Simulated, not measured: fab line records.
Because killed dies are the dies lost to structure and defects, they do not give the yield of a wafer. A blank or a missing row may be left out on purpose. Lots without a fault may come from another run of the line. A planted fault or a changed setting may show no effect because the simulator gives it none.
Chamber matching + flow n5-finfet + N5_BEOL_M0_SAQP_CUT_ETCH_46 on rie-diel-05: 4 sister chambers
The step etches SOC in N2/H2, target depth 135 nm, overetch 27 nm, time 202.5 s. 14 wafers are shown with their chamber, then 7 later ones without.

## EACH WAFER AND ITS CHAMBER
| wafer  | chamber | drypump-motor-current-A (A) | showerhead-plenum-p-Torr (Torr) | throttle-valve-pct (%) |
|--------|---------|-----------------------------|---------------------------------|------------------------|
| L074.2 | 0       | 5.8                         | 2.52                            | 17.68                  |
| L074.5 | 1       | 5.4                         | 2.60                            | 17.56                  |
| L074.6 | 2       | 6.2                         | 2.50                            | 18.09                  |
| L077.1 | 1       | 5.4                         | 2.60                            | 17.59                  |
| L077.2 | 3       | 6.3                         | 2.54                            | 18.07                  |
| L077.5 | 1       | 5.4                         | 2.60                            | 17.59                  |
| L079.3 | 2       | 6.2                         | 2.50                            | 17.67                  |
| L079.5 | 3       | 6.4                         | 2.54                            | 18.06                  |
| L079.6 | 0       | 5.8                         | 2.51                            | 17.69                  |
| L080.3 | 0       | 5.8                         | 2.51                            | 17.70                  |
| L080.5 | 1       | 5.4                         | 2.59                            | 17.58                  |
| L080.6 | 0       | 5.8                         | 2.51                            | 17.71                  |
| L089.2 | 3       | 6.4                         | 2.53                            | 18.09                  |
| L089.4 | 1       | 5.3                         | 2.59                            | 17.64                  |

SIGNATURES (averages over the wafers above)
| reading                  | chamber 0 | chamber 1 | chamber 2 | chamber 3 | scatter within a chamber |
|--------------------------|-----------|-----------|-----------|-----------|--------------------------|
| drypump-motor-current-A  | 5.800     | 5.380     | 6.200     | 6.367     | 0.0383                   |
| showerhead-plenum-p-Torr | 2.5125    | 2.5960    | 2.5000    | 2.5367    | 0.00512                  |
| throttle-valve-pct       | 17.6950   | 17.5920   | 17.8800   | 18.0733   | 0.0963                   |
Rule: distance of a wafer from a chamber = root of the sum over the readings of ((wafer's reading minus chamber's mean) / reading's scatter) squared. The wafer belongs to the nearest chamber; if the next one is less than 2 further off, it can't be placed. The scatter: the root of (the sum of the squares of (reading less its chamber's mean) over the shown wafers, divided by (wafers less chambers)).

## WAFERS WITH NO CHAMBER GIVEN
| wafer  | drypump-motor-current-A (A) | showerhead-plenum-p-Torr (Torr) | throttle-valve-pct (%) |
|--------|-----------------------------|---------------------------------|------------------------|
| L089.5 | 5.8                         | 2.50                            | 17.73                  |
| L090.1 | 5.8                         | 2.50                            | 17.73                  |
| L090.4 | 5.4                         | 2.59                            | 17.61                  |
| L090.5 | 5.4                         | 2.59                            | 17.61                  |
| L097.4 | 6.2                         | 2.49                            | 17.71                  |
| L097.5 | 5.8                         | 2.50                            | 17.76                  |
| L097.6 | 5.4                         | 2.58                            | 17.64                  |

## WHICH CHAMBER EACH WENT THROUGH
| wafer  | from the rows above | in truth |
|--------|---------------------|----------|
| L089.5 | 0                   | 0        |
| L090.1 | 0                   | 0        |
| L090.4 | 1                   | 1        |
| L090.5 | 1                   | 1        |
| L097.4 | 2                   | 2        |
| L097.5 | 0                   | 0        |
| L097.6 | 1                   | 1        |
Placed correctly: 7 of 7. Number that these rows cannot place: 0. Number placed wrongly: 0.
